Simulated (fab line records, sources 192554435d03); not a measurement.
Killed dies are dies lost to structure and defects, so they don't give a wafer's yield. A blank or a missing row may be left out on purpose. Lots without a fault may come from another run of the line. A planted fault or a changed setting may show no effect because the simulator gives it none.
fab line records | flow n5_finfet
record lots=23 wafers=69 last_day=17
route steps=1938 shown BEOL_M9@1421 BEOL_M10@1505 BEOL_M11@1540
lots that met no fault: from a run of the same line without faults
start_h: hours from the record's first day to the start of the lot's first wafer shown | wait_h: hours since the lot's step before | " the same as in the row above | L1.1+2: a row that stands for several wafers | - no value, or no start given | * or withheld: withheld | < > ~ a bound
route shown NAME@n: a module of which the file shows steps, and the number in the route of the first | usual: mean/standard deviation of fault-free wafers | same: alike in all rows | chamber/n: place in a boat | sites: the reading at each site | _std_site: their standard deviation | _edge_site: outer sites' mean less inner sites' | radius_mm: how far each site lies from the wafer's centre | mask NAME#n: copy n | behind: the tool/chamber that last shaped the wafer | hold: why the lot was held/for how many hours/how that ended | device: the transistor (n, p or np) that didn't switch | end of line: the same wafers' tests at the end of the route | a step without rows: its recipe alone | killed: dies lost to structure and defects at the first sort, not the wafer's yield | map: a wafer's dies, x killed, . not, _ none there
set.NAME: the setting as run; set.NAME@STEP: as run at that earlier step | model.NAME: the simulator's own value behind a step, which no gauge read
steps of the route over a sample of lots; a table a step, a row a wafer
services: from which hour (start_h, from the record's first day; less than 0 if before it) a tool's chamber was out of use, for how many hours, and why
## steps
# step N5_BEOL_M9_STRIP_67
# recipe chemistry=CF4 resist=SiARC power_w=300 bias_power_w=75 pressure_mtorr=50 cf4_flow_sccm=150 rf_frequency_hz=6e+07
# usual drypump_motor_current_A=5.52/0.25 oes_product_au=0.81/0.093 power_w=300.1/0.95 rf_vpp_V=271.2/1.5 showerhead_plenum_p_Torr=1.80/0.051 throttle_valve_pct=13.55/0.25
# columns lot.wafer tool chamber start_h wait_h drypump_motor_current_A oes_product_au power_w rf_hours_counter_h rf_vpp_V showerhead_plenum_p_Torr throttle_valve_pct
L074.1 rie_diel-06 0 201.88 0.0 5.76 0.69 300.6 235 271.0 1.79 13.92
L074.2 " 3 " " 5.93 0.85 300.0 74 272.8 1.87 13.17
L074.5 " 0 " " 5.75 0.69 300.7 - 270.1 1.79 13.93
L076.1 rie_diel-01 1 209.52 0.0 5.48 0.97 302.6 9 272.1 1.83 13.03
L076.2 " 0 " " 5.41 0.76 301.5 162 269.4 1.72 13.66
L076.4 " 3 " " 5.16 0.84 299.5 64 270.6 1.80 13.66
L075.1 rie_diel-06 3 210.43 0.0 5.92 0.84 299.5 76 272.7 1.87 13.17
L075.2 " 0 " " 5.75 0.70 298.9 237 271.1 1.79 13.94
L075.3 " 2 " " 5.40 0.72 300.1 188 273.4 1.86 13.53
L077.2 rie_diel-06 1 217.53 0.0 5.29 0.69 299.0 227 271.1 1.77 13.81
L077.3 " 0 " " 5.78 0.69 300.4 240 270.3 1.79 13.94
L077.5 " 2 " " 5.47 0.72 302.0 - 273.9 1.86 13.52
L078.2 rie_diel-06 2 228.79 0.0 5.40 0.72 299.6 194 271.1 1.86 13.52
L078.3 " 3 " " 5.89 0.85 299.7 82 272.3 1.87 13.18
L078.6 " 1 " " 5.31 0.68 299.2 - 271.6 1.77 13.81
L079.1 rie_diel-02 3 236.29 0.0 5.33 0.76 300.0 172 269.3 1.71 13.63
L079.4 " 2 " " 5.81 0.81 300.2 - 270.7 1.81 13.18
L079.6 " 1 " " 5.65 0.82 300.2 - 270.3 1.74 13.54
L080.4 rie_diel-06 3 238.91 0.0 5.85 0.83 299.2 85 273.7 1.87 13.18
L080.5 " 0 " " 5.75 0.69 300.7 - 270.7 1.79 13.95
L080.6 " 1 " " 5.31 0.68 300.5 - 270.5 1.77 13.83
L081.3 rie_diel-02 2 248.43 0.0 5.86 0.81 300.4 - 270.4 1.80 13.19
L081.4 " 3 " " 5.32 0.75 299.6 - 268.6 1.71 13.65
L081.5 " 2 " " 5.86 0.82 299.7 - 271.0 1.80 13.19
L082.1 rie_diel-01 3 261.31 0.0 5.20 0.82 299.4 80 272.4 1.80 13.72
L082.2 " 2 " " 5.71 0.99 299.9 0 271.5 1.84 13.58
L082.6 " 1 " " 5.45 0.93 300.1 - 272.9 1.82 13.09
L083.2 rie_diel-01 0 261.56 0.0 5.41 0.74 300.4 178 269.6 1.72 13.69
L083.4 " 1 " " 5.49 0.92 299.7 25 272.5 1.83 13.08
L083.6 " 2 " " 5.75 0.98 300.4 - 271.0 1.84 13.56
L084.1 rie_diel-01 0 262.14 0.0 5.43 0.75 300.1 178 270.4 1.72 13.69
L084.2 " 1 " " 5.46 0.93 300.9 26 272.8 1.83 13.07
L084.6 " 1 " " 5.45 0.93 300.6 - 271.2 1.83 13.08
L085.1 rie_diel-01 2 283.53 0.0 5.75 0.95 300.6 7 270.6 1.84 13.57
L085.5 " 1 " " 5.49 0.92 300.5 - 272.0 1.82 13.09
L085.6 " 2 " " 5.73 0.94 301.6 - 272.6 1.84 13.61
L087.1 rie_diel-06 0 286.94 0.0 5.77 0.97 301.2 1 270.1 1.79 13.40
L087.5 " 3 " " 5.89 0.82 302.0 - 274.1 1.87 13.22
L087.6 " 0 " " 5.76 0.98 299.8 - 269.2 1.79 13.39
L089.1 rie_diel-06 3 293.17 0.0 5.91 0.82 300.1 101 273.5 1.87 13.23
L089.3 " 0 " " 5.82 0.97 298.7 3 269.5 1.78 13.39
L089.4 " 3 " " 5.90 0.82 299.5 - 273.3 1.87 13.22
L086.1 rie_diel-02 2 293.38 0.0 5.84 0.80 300.8 112 273.3 1.80 13.23
L086.2 " 0 " " 5.11 0.91 299.1 16 272.2 1.82 13.20
L086.4 " 1 " " 5.64 0.79 300.7 96 270.1 1.73 13.58
L088.1 rie_diel-01 3 313.37 0.0 5.16 0.81 299.4 94 270.8 1.79 13.76
L088.4 " 0 " " 5.42 0.74 300.4 - 268.7 1.71 13.74
L088.5 " 3 " " 5.16 0.81 300.6 - 270.7 1.80 13.73
L090.3 rie_diel-01 2 317.63 0.0 5.80 0.92 300.4 16 272.1 1.83 13.59
L090.5 " 0 " " 5.40 0.73 299.5 - 268.5 1.71 13.73
L090.6 " 2 " " 5.78 0.92 300.7 - 273.1 1.83 13.61
L091.1 rie_diel-06 3 323.33 0.0 5.88 0.81 301.8 112 272.6 1.86 13.25
L091.4 " 0 " " 5.77 0.92 298.9 13 270.8 1.78 13.43
L091.5 " 3 " " 5.89 0.80 299.8 - 275.0 1.86 13.25
L092.2 rie_diel-01 3 323.41 0.0 5.16 0.81 300.0 97 272.3 1.79 13.74
L092.4 " 3 " " 5.16 0.81 299.0 - 270.4 1.79 13.75
L092.6 " 2 " " 5.75 0.92 300.4 - 272.1 1.83 13.62
L093.1 rie_diel-01 2 341.12 0.0 5.79 0.90 299.4 24 271.6 1.83 13.63
L093.4 " 1 " " 5.47 0.89 298.7 42 272.7 1.82 13.11
L093.6 " 3 " " 5.14 0.81 299.2 - 270.6 1.79 13.77
L094.1 rie_diel-01 3 345.54 0.0 5.15 0.80 301.0 105 270.5 1.79 13.77
L094.2 " 0 " " 5.40 0.73 300.6 203 269.0 1.71 13.77
L094.6 " 2 " " 5.77 0.90 300.0 - 271.2 1.83 13.63
L097.1 rie_diel-01 1 349.13 0.0 5.47 0.89 300.9 45 271.6 1.82 13.12
L097.2 " 0 " " 5.42 0.72 300.9 204 270.0 1.71 13.76
L097.3 " 2 " " 5.74 0.90 300.4 27 271.5 1.83 13.63
L095.3 rie_diel-02 2 352.87 0.0 5.87 0.79 299.9 131 272.1 1.79 13.27
L095.5 " 1 " " 5.65 0.77 298.0 - 269.1 1.73 13.63
L095.6 " 0 " " 5.10 0.87 299.6 - 273.7 1.81 13.23
# step N5_BEOL_M9_SURFACE_TREAT_79
# recipe gas=Ar time_s=* ion_energy_ev=* ion_current_ma_cm2=0.5 pressure_mtorr=* ar_flow_sccm=30
# usual throttle_valve_pct=*
# same time_s=*
# columns lot.wafer tool chamber start_h wait_h throttle_valve_pct
L074.1 pvd_sputter-03 - 207.10 0.2 *
L074.2 " - " " *
L074.5 " - " " *
L076.1 pvd_sputter-01 - 212.72 0.3 *
L076.2 " - " " *
L076.4 " - " " *
L075.1 pvd_sputter-03 - 213.16 0.2 *
L075.2 " - " " *
L075.3 " - " " *
L077.2 pvd_sputter-03 - 221.21 0.2 *
L077.3 " - " " *
L077.5 " - " " *
L078.2 pvd_sputter-03 - 232.21 0.2 *
L078.3 " - " " *
L078.6 " - " " *
L079.1 pvd_sputter-01 - 238.99 0.2 *
L079.4 " - " " *
L079.6 " - " " *
L080.4 pvd_sputter-01 - 245.92 2.6 *
L080.5 " - " " *
L080.6 " - " " *
L081.3 pvd_sputter-02 - 253.34 0.2 *
L081.4 " - " " *
L081.5 " - " " *
L082.1 pvd_sputter-01 - 265.27 0.2 *
L082.2 " - " " *
L082.6 " - " " *
L083.2 pvd_sputter-01 - 265.65 0.2 *
L083.4 " - " " *
L083.6 " - " " *
L084.1 pvd_sputter-01 - 265.79 0.2 *
L084.2 " - " " *
L084.6 " - " " *
L085.1 pvd_sputter-03 - 286.76 0.2 *
L085.5 " - " " *
L085.6 " - " " *
L087.1 pvd_sputter-03 - 293.24 0.2 *
L087.5 " - " " *
L087.6 " - " " *
L089.1 pvd_sputter-03 - 296.89 0.3 *
L089.3 " - " " *
L089.4 " - " " *
L086.1 pvd_sputter-01 - 297.10 0.2 *
L086.2 " - " " *
L086.4 " - " " *
L088.1 pvd_sputter-03 - 317.19 0.2 *
L088.4 " - " " *
L088.5 " - " " *
L090.3 pvd_sputter-02 - 323.44 0.3 *
L090.5 " - " " *
L090.6 " - " " *
L091.1 pvd_sputter-02 - 326.80 0.2 *
L091.4 " - " " *
L091.5 " - " " *
L092.2 pvd_sputter-02 - 327.16 0.5 *
L092.4 " - " " *
L092.6 " - " " *
L093.1 pvd_sputter-02 - 345.23 0.2 *
L093.4 " - " " *
L093.6 " - " " *
L094.1 pvd_sputter-02 - 348.10 0.2 *
L094.2 " - " " *
L094.6 " - " " *
L097.1 pvd_sputter-02 - 353.22 0.3 *
L097.2 " - " " *
L097.3 " - " " *
L095.3 pvd_sputter-01 - 356.33 0.2 *
L095.5 " - " " *
L095.6 " - " " *
# step N5_BEOL_M10_DESCUM_33
# recipe chemistry=O2 time_s=7.9 source_power_w=50 bias_power_w=20 pressure_mtorr=20 rf_frequency_hz=2.712e+07 temp_c=40 resist=CAR-ArF o2_flow_sccm=225
# usual drypump_motor_current_A=6.0/0.45 oes_product_au=0.81/0.11 rf_vpp_V=243.2/1.4 showerhead_plenum_p_Torr=2.09/0.074 temp_c=40.02/0.11 throttle_valve_pct=20.29/0.25
# same time_s=7.9
# columns lot.wafer tool chamber start_h wait_h drypump_motor_current_A oes_product_au rf_hours_counter_h rf_vpp_V showerhead_plenum_p_Torr temp_c throttle_valve_pct
L074.1 rie_diel-04 1 211.84 0.0 6.1 0.67 245 243.4 2.16 40.04 20.31
L074.2 " 2 " " 6.3 0.70 228 242.9 2.04 40.12 20.61
L074.5 " 3 " " 6.1 0.79 - 241.6 2.01 40.03 20.18
L076.1 rie_diel-03 1 219.84 0.0 6.5 0.83 76 242.3 2.03 40.06 20.06
L076.2 " 0 " " 5.4 0.70 206 244.1 2.08 39.94 20.54
L076.4 " 3 " " 5.5 0.86 57 242.9 2.04 40.05 20.40
L075.1 rie_diel-04 0 220.30 0.3 6.5 0.69 218 244.6 2.17 40.02 20.31
L075.2 " 1 " " 6.1 0.68 248 243.6 2.16 39.75 20.29
L075.3 " 3 " " 6.1 0.79 136 243.8 2.01 40.01 20.17
L077.2 rie_diel-04 0 227.52 0.0 6.6 0.68 220 245.6 2.17 40.09 20.30
L077.3 " 1 " " 6.1 0.67 249 243.8 2.16 40.05 20.29
L077.5 " 3 " " 6.1 0.78 - 241.4 2.01 39.96 20.19
L078.2 rie_diel-04 2 237.65 0.1 6.4 0.69 236 243.1 2.04 40.04 20.59
L078.3 " 3 " " 6.1 0.77 142 242.9 2.01 39.88 20.19
L078.6 " 3 " " 6.1 0.78 - 242.7 2.01 39.93 20.18
L080.4 rie_diel-04 3 251.77 0.0 6.1 0.77 - 242.6 2.00 40.36 20.19
L080.5 " 2 " " 6.4 0.69 - 240.6 2.03 40.06 20.59
L080.6 " 0 " " 6.6 0.68 - 243.9 2.17 40.20 20.32
L079.1 rie_diel-05 1 251.92 0.0 5.0 0.70 221 241.3 2.06 40.00 20.20
L079.4 " 2 " " 6.0 0.98 - 245.1 2.23 39.88 20.30
L079.6 " 1 " " 5.0 0.70 - 242.0 2.06 39.84 20.19
L081.3 rie_diel-04 0 263.97 0.0 6.6 0.67 - 244.3 2.17 39.95 20.31
L081.4 " 2 " " 6.4 0.68 - 243.5 2.03 40.13 20.61
L081.5 " 2 " " 6.4 0.69 - 242.1 2.03 40.11 20.61
L082.1 rie_diel-03 3 271.02 0.0 5.5 0.84 75 242.2 2.03 40.06 20.42
L082.2 " 0 " " 5.4 0.69 223 242.0 2.08 39.98 20.56
L082.6 " 1 " " 6.6 0.82 - 241.2 2.02 39.86 20.10
L083.2 rie_diel-05 2 271.18 0.0 6.0 0.95 19 245.6 2.23 40.00 20.31
L083.4 " 0 " " 5.9 0.98 2 244.1 2.24 40.00 19.97
L083.6 " 1 " " 5.0 0.69 - 241.9 2.06 39.88 20.20
L084.1 rie_diel-04 3 274.43 0.0 6.1 0.76 153 240.8 2.00 40.13 20.20
L084.2 " 1 " " 6.1 0.96 3 243.7 2.16 40.08 19.99
L084.6 " 1 " " 6.1 0.96 - 243.7 2.16 40.09 20.00
L085.1 rie_diel-03 3 294.99 0.0 5.5 0.83 83 242.3 2.03 39.95 20.44
L085.5 " 1 " " 6.6 0.82 - 242.8 2.02 39.90 20.11
L085.6 " 2 " " 5.9 0.96 - 243.6 2.14 40.18 20.66
L087.1 rie_diel-03 2 298.00 0.0 5.9 0.95 10 244.4 2.14 39.93 20.67
L087.5 " 3 " " 5.5 0.84 - 243.4 2.03 40.04 20.43
L087.6 " 2 " " 6.0 0.95 - 245.2 2.14 40.06 20.67
L086.1 rie_diel-04 3 302.05 0.0 6.1 0.75 165 242.0 2.00 40.03 20.20
L086.2 " 2 " " 6.4 0.95 5 242.4 2.03 39.78 20.22
L086.4 " 2 " " 6.3 0.97 - 242.1 2.03 39.94 20.23
L089.1 rie_diel-03 2 302.35 0.2 6.0 0.95 11 242.8 2.14 39.99 20.66
L089.3 " 1 " " 6.5 0.81 101 241.7 2.02 40.00 20.09
L089.4 " 3 " " 5.5 0.83 85 242.3 2.03 40.09 20.46
L088.1 rie_diel-04 2 326.04 0.7 6.3 0.93 16 240.8 2.03 40.05 20.24
L088.4 " 2 " " 6.4 0.94 - 242.5 2.03 40.01 20.22
L088.5 " 1 " " 6.1 0.90 - 243.8 2.15 40.10 20.03
L090.3 rie_diel-04 2 328.21 0.0 6.4 0.93 17 243.6 2.03 40.12 20.26
L090.5 " 0 " " 6.6 0.97 - 244.9 2.16 40.05 20.04
L090.6 " 1 " " 6.1 0.89 - 244.0 2.15 40.03 20.03
L092.2 rie_diel-03 3 332.62 0.0 5.5 0.82 94 241.3 2.02 40.14 20.45
L092.4 " 3 " " 5.5 0.82 - 241.3 2.02 39.93 20.43
L092.6 " 2 " " 5.9 0.93 - 244.7 2.13 39.78 20.67
L091.1 rie_diel-04 1 332.79 0.0 6.1 0.89 24 246.0 2.15 40.10 20.03
L091.4 " 1 " " 6.1 0.90 - 244.1 2.15 40.02 20.04
L091.5 " 3 " " 6.1 0.75 - 239.9 2.00 40.03 20.24
L093.1 rie_diel-03 0 351.63 0.0 5.4 0.68 246 243.9 2.07 40.04 20.59
L093.4 " 1 " " 6.6 0.79 119 242.3 2.01 40.03 20.12
L093.6 " 2 " " 6.0 0.91 - 243.4 2.13 40.06 20.68
L094.1 rie_diel-05 0 355.37 0.0 5.9 0.89 35 246.1 2.23 39.95 20.02
L094.2 " 1 " " 5.0 0.96 3 242.2 2.05 39.87 19.88
L094.6 " 1 " " 5.0 0.97 - 240.9 2.05 40.04 19.88
L097.1 rie_diel-03 3 358.34 0.0 5.5 0.81 106 241.5 2.02 40.08 20.46
L097.2 " 1 " " 6.6 0.79 122 242.0 2.01 39.96 20.13
L097.3 " 2 " " 5.9 0.90 34 243.2 2.13 39.96 20.72
L095.3 rie_diel-05 3 362.70 0.3 6.1 0.90 23 241.7 2.11 40.07 19.67
L095.5 " 1 " " 5.0 0.94 - 241.7 2.05 40.10 19.89
L095.6 " 0 " " 5.8 0.88 - 246.7 2.23 40.30 20.03
# step N5_BEOL_M10_STRIP_36
# recipe chemistry=N2/H2 power_w=450 temp_c=40 pressure_mtorr=20 rf_frequency_hz=6e+07 overash_fraction=0.3 bias_power_w=7 h2_frac=0.5 n2_flow_sccm=200 h2_flow_sccm=200
# usual drypump_motor_current_A=6.1/0.45 oes_product_au=0.81/0.11 power_w=450.2/1.4 rf_vpp_V=59.2/1.8 showerhead_plenum_p_Torr=2.54/0.081 temp_c=40.00/0.11 throttle_valve_pct=23.6/0.33
# columns lot.wafer tool chamber start_h wait_h drypump_motor_current_A oes_product_au power_w rf_hours_counter_h rf_vpp_V showerhead_plenum_p_Torr temp_c throttle_valve_pct
L074.1 rie_diel-04 1 212.11 0.0 6.1 0.69 451.7 245 62.9 2.60 39.87 23.3
L074.2 " 2 " " 6.4 0.70 450.3 228 58.7 2.51 39.97 23.9
L074.5 " 3 " " 6.1 0.79 448.5 - 60.1 2.44 40.04 23.5
L076.1 rie_diel-03 1 220.11 0.0 6.6 0.83 450.3 76 57.8 2.47 39.97 23.4
L076.2 " 0 " " 5.4 0.70 448.3 206 58.6 2.50 40.06 23.6
L076.4 " 3 " " 5.6 0.85 451.7 57 59.2 2.49 40.08 23.7
L075.1 rie_diel-04 0 220.57 0.0 6.6 0.69 448.1 218 61.9 2.61 40.05 23.4
L075.2 " 1 " " 6.0 0.68 451.3 248 63.4 2.61 39.76 23.3
L075.3 " 3 " " 6.1 0.77 451.6 136 59.2 2.44 40.05 23.5
L077.2 rie_diel-04 0 227.79 0.0 6.6 0.69 450.1 220 59.3 2.61 40.02 23.4
L077.3 " 1 " " 6.1 0.66 449.6 249 58.7 2.60 40.09 23.3
L077.5 " 3 " " 6.1 0.78 449.9 - 58.6 2.44 39.99 23.5
L078.2 rie_diel-04 2 237.92 0.0 6.4 0.69 451.0 237 57.6 2.51 39.95 24.0
L078.3 " 3 " " 6.1 0.79 450.1 143 59.6 2.44 40.04 23.5
L078.6 " 3 " " 6.1 0.78 450.6 - 58.8 2.44 40.04 23.5
L080.4 rie_diel-04 3 252.05 0.0 6.1 0.77 450.5 - 57.9 2.44 40.03 23.5
L080.5 " 2 " " 6.4 0.68 449.1 - 58.5 2.51 39.95 23.9
L080.6 " 0 " " 6.6 0.67 447.1 - 58.8 2.61 39.84 23.4
L079.1 rie_diel-05 1 252.19 0.0 5.0 0.70 450.1 221 58.5 2.51 39.72 23.5
L079.4 " 2 " " 5.9 0.96 452.0 - 60.5 2.72 39.96 23.7
L079.6 " 1 " " 5.0 0.70 452.7 - 60.3 2.51 39.82 23.5
L081.3 rie_diel-04 0 264.38 0.0 6.6 0.69 451.8 - 55.4 2.61 39.96 23.4
L081.4 " 2 " " 6.4 0.67 447.5 - 58.1 2.50 40.07 23.9
L081.5 " 2 " " 6.4 0.68 448.4 - 59.0 2.50 40.10 24.0
L082.1 rie_diel-03 3 271.29 0.0 5.5 0.84 449.2 75 57.3 2.48 40.12 23.7
L082.2 " 0 " " 5.4 0.69 450.8 224 57.3 2.49 40.05 23.6
L082.6 " 1 " " 6.6 0.82 448.7 - 59.8 2.47 40.15 23.4
L083.2 rie_diel-05 2 271.45 0.0 5.9 0.95 450.8 19 57.5 2.71 40.12 23.7
L083.4 " 0 " " 5.9 0.99 451.7 2 61.7 2.73 40.04 23.2
L083.6 " 1 " " 5.0 0.68 447.9 - 61.7 2.51 40.02 23.5
L084.1 rie_diel-04 3 274.71 0.0 6.1 0.77 450.6 153 58.9 2.43 40.05 23.5
L084.2 " 1 " " 6.1 0.96 451.4 3 56.3 2.60 39.73 23.1
L084.6 " 1 " " 6.1 0.97 451.4 - 58.2 2.60 39.94 23.0
L085.1 rie_diel-03 3 295.26 0.0 5.5 0.85 451.5 83 58.2 2.47 40.11 23.7
L085.5 " 1 " " 6.6 0.80 448.8 - 60.4 2.46 39.97 23.4
L085.6 " 2 " " 6.0 0.97 452.2 - 59.4 2.60 39.85 24.2
L087.1 rie_diel-03 2 298.27 0.0 6.0 0.96 451.3 10 57.0 2.60 40.09 24.2
L087.5 " 3 " " 5.5 0.84 450.9 - 56.0 2.47 40.03 23.7
L087.6 " 2 " " 6.0 0.95 450.1 - 56.0 2.60 40.04 24.2
L086.1 rie_diel-04 3 302.32 0.0 6.1 0.76 449.1 165 59.7 2.43 40.15 23.6
L086.2 " 2 " " 6.4 0.94 451.3 5 58.1 2.50 40.18 23.6
L086.4 " 2 " " 6.4 0.99 451.7 - 58.4 2.50 39.97 23.6
L089.1 rie_diel-03 2 302.62 0.0 6.0 0.94 449.0 12 58.2 2.60 39.99 24.2
L089.3 " 1 " " 6.6 0.80 450.6 101 59.2 2.46 39.81 23.4
L089.4 " 3 " " 5.5 0.82 452.0 85 60.3 2.47 40.23 23.7
L088.1 rie_diel-04 2 326.31 0.0 6.4 0.94 450.1 16 58.4 2.50 40.07 23.6
L088.4 " 2 " " 6.3 0.92 449.0 - 58.9 2.50 39.91 23.6
L088.5 " 1 " " 6.1 0.90 448.5 - 59.2 2.59 40.10 23.1
L090.3 rie_diel-04 2 328.49 0.0 6.4 0.92 450.9 18 57.7 2.49 40.03 23.6
L090.5 " 0 " " 6.6 0.94 451.8 - 59.5 2.60 40.04 23.2
L090.6 " 1 " " 6.1 0.90 448.8 - 61.2 2.59 39.86 23.1
L092.2 rie_diel-03 3 332.90 0.0 5.5 0.83 448.1 94 57.8 2.47 40.02 23.7
L092.4 " 3 " " 5.6 0.82 449.4 - 57.2 2.47 40.17 23.7
L092.6 " 2 " " 6.0 0.93 448.3 - 63.3 2.59 39.93 24.2
L091.1 rie_diel-04 1 333.06 0.0 6.1 0.89 450.3 24 58.3 2.59 39.88 23.1
L091.4 " 1 " " 6.1 0.88 452.1 - 60.5 2.59 40.04 23.1
L091.5 " 3 " " 6.1 0.74 449.5 - 60.2 2.42 40.12 23.6
L093.1 rie_diel-03 0 351.91 0.0 5.4 0.68 449.9 246 59.2 2.48 40.05 23.6
L093.4 " 1 " " 6.6 0.79 448.9 120 58.5 2.46 40.01 23.4
L093.6 " 2 " " 5.9 0.89 447.9 - 63.6 2.59 40.01 24.2
L094.1 rie_diel-05 0 355.64 0.0 5.9 0.87 454.0 35 58.0 2.71 39.97 23.2
L094.2 " 1 " " 5.0 0.97 451.8 3 58.3 2.50 39.99 23.3
L094.6 " 1 " " 5.0 0.97 449.5 - 60.0 2.50 40.08 23.3
L097.1 rie_diel-03 3 358.62 0.0 5.5 0.82 452.1 106 55.4 2.47 39.95 23.7
L097.2 " 1 " " 6.6 0.80 448.1 122 60.9 2.45 39.96 23.4
L097.3 " 2 " " 6.0 0.90 449.8 34 58.7 2.59 40.00 24.2
L095.3 rie_diel-05 3 362.97 0.0 6.2 0.90 449.4 23 59.7 2.57 40.05 22.9
L095.5 " 1 " " 5.0 0.93 450.4 - 56.8 2.50 40.01 23.3
L095.6 " 0 " " 5.9 0.86 450.8 - 61.1 2.71 40.22 23.3
# step N5_BEOL_M10_CD_MEAS_35
# recipe target_cd_nm=70 polarity=opening
# usual cd_nm=70.1/0.64
# columns lot.wafer tool chamber start_h wait_h cd_nm
L074.1 cd_sem-02 - 212.49 0.0 69.4
L074.2 " - " " 70.4
L074.5 " - " " 70.7
L076.1 cd_sem-03 - 220.48 0.0 69.0
L076.2 " - " " 69.8
L076.4 " - " " 70.4
L075.1 cd_sem-02 - 220.95 0.0 69.9
L075.2 " - " " 70.6
L075.3 " - " " 69.7
L077.2 cd_sem-03 - 228.17 0.0 70.6
L077.3 " - " " 71.9
L077.5 " - " " 69.7
L078.2 cd_sem-02 - 238.32 0.0 68.9
L078.3 " - " " 68.9
L078.6 " - " " 70.2
L080.4 cd_sem-02 - 252.41 0.0 70.9
L080.5 " - " " 71.1
L080.6 " - " " 70.7
L079.1 cd_sem-02 - 252.57 0.0 70.8
L079.4 " - " " 70.4
L079.6 " - " " 69.5
L081.3 cd_sem-01 - 264.91 0.0 69.5
L081.4 " - " " 69.4
L081.5 " - " " 70.7
L082.1 cd_sem-02 - 271.66 0.0 69.5
L082.2 " - " " 69.8
L082.6 " - " " 69.6
L083.2 cd_sem-02 - 271.84 0.0 71.1
L083.4 " - " " 70.4
L083.6 " - " " 70.7
L084.1 cd_sem-03 - 275.08 0.0 70.6
L084.2 " - " " 69.6
L084.6 " - " " 70.0
L085.1 cd_sem-02 - 295.63 0.0 71.1
L085.5 " - " " 70.3
L085.6 " - " " 69.7
L087.1 cd_sem-02 - 298.65 0.0 70.0
L087.5 " - " " 69.9
L087.6 " - " " 70.5
L086.1 cd_sem-02 - 302.70 0.0 71.2
L086.2 " - " " 70.1
L086.4 " - " " 70.5
L089.1 cd_sem-03 - 303.00 0.0 69.3
L089.3 " - " " 69.3
L089.4 " - " " 70.2
L088.1 cd_sem-03 - 326.68 0.0 71.2
L088.4 " - " " 71.5
L088.5 " - " " 69.7
L090.3 cd_sem-03 - 328.86 0.0 68.5
L090.5 " - " " 68.5
L090.6 " - " " 69.3
L092.2 cd_sem-01 - 333.27 0.0 69.9
L092.4 " - " " 69.2
L092.6 " - " " 69.1
L091.1 cd_sem-03 - 333.44 0.0 70.9
L091.4 " - " " 69.9
L091.5 " - " " 69.3
L093.1 cd_sem-01 - 352.28 0.0 69.7
L093.4 " - " " 70.2
L093.6 " - " " 69.3
L094.1 cd_sem-01 - 356.01 0.0 70.5
L094.2 " - " " 69.5
L094.6 " - " " 70.2
L097.1 cd_sem-01 - 359.00 0.0 70.1
L097.2 " - " " 70.4
L097.3 " - " " 69.5
L095.3 cd_sem-03 - 363.35 0.0 71.2
L095.5 " - " " 70.5
L095.6 " - " " 70.2
# step N5_BEOL_M11_HM_DEP_02
# recipe material=TiN target_thk_a=200 temp_c=25 chamber_pressure_pa=0.49996
# usual throttle_valve_pct=29.7/1
# columns lot.wafer tool chamber start_h wait_h throttle_valve_pct
L074.1 pvd_sputter-02 - 217.14 1.6 28.9
L074.2 " - " " 29.0
L074.5 " - " " 28.9
L076.1 pvd_sputter-02 - 223.62 0.3 28.1
L076.2 " - " " 30.4
L076.4 " - " " 28.7
L075.1 pvd_sputter-03 - 228.58 3.3 30.1
L075.2 " - " " 29.9
L075.3 " - " " 31.7
L077.2 pvd_sputter-01 - 231.94 0.4 30.5
L077.3 " - " " 29.5
L077.5 " - " " 30.0
L078.2 pvd_sputter-01 - 246.68 2.7 30.5
L078.3 " - " " 29.4
L078.6 " - " " 31.0
L080.4 pvd_sputter-02 - 260.49 5.0 30.3
L080.5 " - " " 30.5
L080.6 " - " " 28.1
L079.1 pvd_sputter-02 - 260.59 4.6 28.7
L079.4 " - " " 28.7
L079.6 " - " " 27.8
L081.3 pvd_sputter-01 - 269.41 1.4 30.5
L081.4 " - " " 30.6
L081.5 " - " " 30.2
L083.2 pvd_sputter-03 - 278.04 1.5 29.8
L083.4 " - " " 30.0
L083.6 " - " " 30.6
L082.1 pvd_sputter-02 - 278.25 1.5 27.8
L082.2 " - " " 30.4
L082.6 " - " " 28.5
L084.1 pvd_sputter-02 - 278.49 0.8 28.8
L084.2 " - " " 29.0
L084.6 " - " " 29.0
L085.1 pvd_sputter-02 - 299.09 0.6 28.7
L085.5 " - " " 28.8
L085.6 " - " " 27.9
L087.1 pvd_sputter-02 - 302.89 0.6 27.9
L087.5 " - " " 28.8
L087.6 " - " " 28.8
L086.1 pvd_sputter-01 - 307.02 1.5 29.5
L086.2 " - " " 30.9
L086.4 " - " " 30.2
L089.1 pvd_sputter-03 - 307.22 1.2 29.8
L089.3 " - " " 30.5
L089.4 " - " " 32.0
L088.1 pvd_sputter-02 - 330.33 0.0 28.9
L088.4 " - " " 29.2
L088.5 " - " " 30.7
L090.3 pvd_sputter-02 - 333.33 1.2 29.0
L090.5 " - " " 30.6
L090.6 " - " " 28.0
L092.2 pvd_sputter-01 - 337.14 0.5 30.6
L092.4 " - " " 30.2
L092.6 " - " " 29.5
L091.1 pvd_sputter-01 - 337.24 0.3 30.4
L091.4 " - " " 29.7
L091.5 " - " " 29.6
L093.1 pvd_sputter-02 - 356.95 0.3 28.9
L093.4 " - " " 30.5
L093.6 " - " " 29.0
L094.1 pvd_sputter-01 - 362.22 1.9 29.9
L094.2 " - " " 30.2
L094.6 " - " " 29.4
L097.1 pvd_sputter-01 - 362.96 1.1 30.3
L097.2 " - " " 31.0
L097.3 " - " " 29.6
L095.3 pvd_sputter-03 - 368.58 1.7 30.7
L095.5 " - " " 31.9
L095.6 " - " " 30.8
## services
# columns tool chamber start_h hours kind
rie_diel-04 - 223.43 2.3 repair
rie_diel-04 1 231.41 - clean
rie_diel-04 1 231.41 - consumable_replace:focus_ring
rie_diel-04 1 231.41 34.0 scheduled_down
rie_diel-04 1 231.41 34.0 vent_cycle
pvd_sputter-03 - 235.09 39.9 repair
rie_diel-01 2 235.33 5.0 repair
rie_diel-03 1 242.80 8.4 repair
rie_diel-02 1 243.32 8.0 repair
rie_diel-04 3 254.77 12.9 repair
rie_diel-04 2 268.27 - clean
rie_diel-04 2 268.27 - consumable_replace:focus_ring
rie_diel-04 2 268.27 18.8 scheduled_down
rie_diel-04 2 268.27 18.8 vent_cycle
rie_diel-04 0 305.58 - clean
rie_diel-04 0 305.58 - consumable_replace:focus_ring
rie_diel-04 0 305.58 15.4 scheduled_down
rie_diel-03 3 308.90 6.4 repair
rie_diel-01 1 313.05 21.1 repair
rie_diel-04 3 323.50 7.8 repair
rie_diel-04 0 329.44 10.8 repair
rie_diel-03 0 331.16 12.6 repair
rie_diel-06 3 342.18 7.7 repair
rie_diel-06 0 344.37 5.4 repair
## key
fault none
